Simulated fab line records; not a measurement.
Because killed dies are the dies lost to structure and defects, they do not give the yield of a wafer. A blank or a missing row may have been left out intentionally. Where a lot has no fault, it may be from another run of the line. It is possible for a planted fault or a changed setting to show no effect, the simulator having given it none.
Chamber matching    flow nandHarc    rieDiel-08 running NHARC_A_CONTACT_DESCUM_47: 4 sister chambers
The step chemistry O2, time 3 s. 24 wafers are shown with their chamber, then 12 later ones without.

## EACH WAFER AND ITS CHAMBER
wafer   chamber  drypumpMotorCurrentA (A)  showerheadPlenumPTorr (Torr)  oesProductAu (a.u.)
L076.4  2        6.0                       1.88                          0.990
L076.5  3        6.2                       1.84                          1.004
L076.6  0        5.9                       1.86                          1.009
L079.2  0        5.9                       1.86                          1.024
L079.5  3        6.1                       1.84                          1.017
L079.6  2        6.0                       1.87                          0.987
L080.3  3        6.2                       1.84                          0.991
L080.4  0        5.9                       1.86                          0.983
L080.5  2        6.0                       1.87                          0.987
L082.1  2        6.0                       1.87                          0.990
L082.4  0        5.9                       1.86                          1.007
L082.5  3        6.1                       1.84                          0.996
L083.2  2        6.0                       1.87                          0.988
L083.3  0        5.9                       1.85                          0.990
L083.4  1        5.9                       1.86                          0.986
L086.1  2        6.0                       1.87                          0.979
L086.2  3        6.2                       1.84                          1.000
L086.5  0        5.9                       1.85                          0.992
L087.1  1        5.8                       1.85                          0.996
L087.4  3        6.2                       1.84                          1.015
L087.6  3        6.2                       1.84                          1.003
L089.3  1        5.9                       1.85                          0.999
L089.4  0        5.9                       1.85                          0.999
L089.6  0        5.8                       1.85                          0.993

SIGNATURES, as means of the wafers listed above
reading                chamber 0  chamber 1  chamber 2  chamber 3  scatter within a chamber
drypumpMotorCurrentA   5.888      5.867      6.000      6.171      0.0385
showerheadPlenumPTorr  1.8550     1.8533     1.8717     1.8400     0.00418
oesProductAu           0.99962    0.99367    0.98683    1.00371    0.00981
Rule: a wafer lies at a distance from a chamber equal to the root of the sum of squares, over the readings, of (its reading less the chamber's mean, divided by the reading's scatter). If the next closest chamber is less than 2 further off than the closest, the wafer can't be placed; otherwise it belongs to the closest. How the scatter is found: for the shown wafers, subtract from each reading the mean of its chamber, square and add these, divide the total by (wafers less chambers), then take the root.

## WAFERS WITH NO CHAMBER GIVEN
wafer   drypumpMotorCurrentA (A)  showerheadPlenumPTorr (Torr)  oesProductAu (a.u.)
L090.1  5.9                       1.85                          1.004
L090.2  6.2                       1.83                          1.008
L090.6  6.0                       1.87                          0.996
L092.1  6.2                       1.83                          1.006
L092.4  5.8                       1.85                          0.988
L092.5  6.0                       1.87                          1.004
L096.2  6.2                       1.83                          0.996
L096.4  6.0                       1.87                          1.001
L096.5  6.1                       1.83                          1.009
L097.1  6.0                       1.86                          0.993
L097.3  5.9                       1.85                          1.015
L097.4  6.2                       1.83                          0.999

## WHICH CHAMBER EACH WENT THROUGH
wafer   from the rows above           in truth
L090.1  can't be placed: 0 or 1       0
L090.2  3                             3
L090.6  2                             2
L092.1  3                             3
L092.4  can't be placed: 1 or 0       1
L092.5  2                             2
L096.2  3                             3
L096.4  2                             2
L096.5  3                             3
L097.1  can't be placed: 2 or 0 or 1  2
L097.3  can't be placed: 0 or 1       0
L097.4  3                             3
Correct placement for 8 of the 12. Can't be placed from these rows: 4 (the true chamber is among the candidates in 4). Wrongly placed: 0.
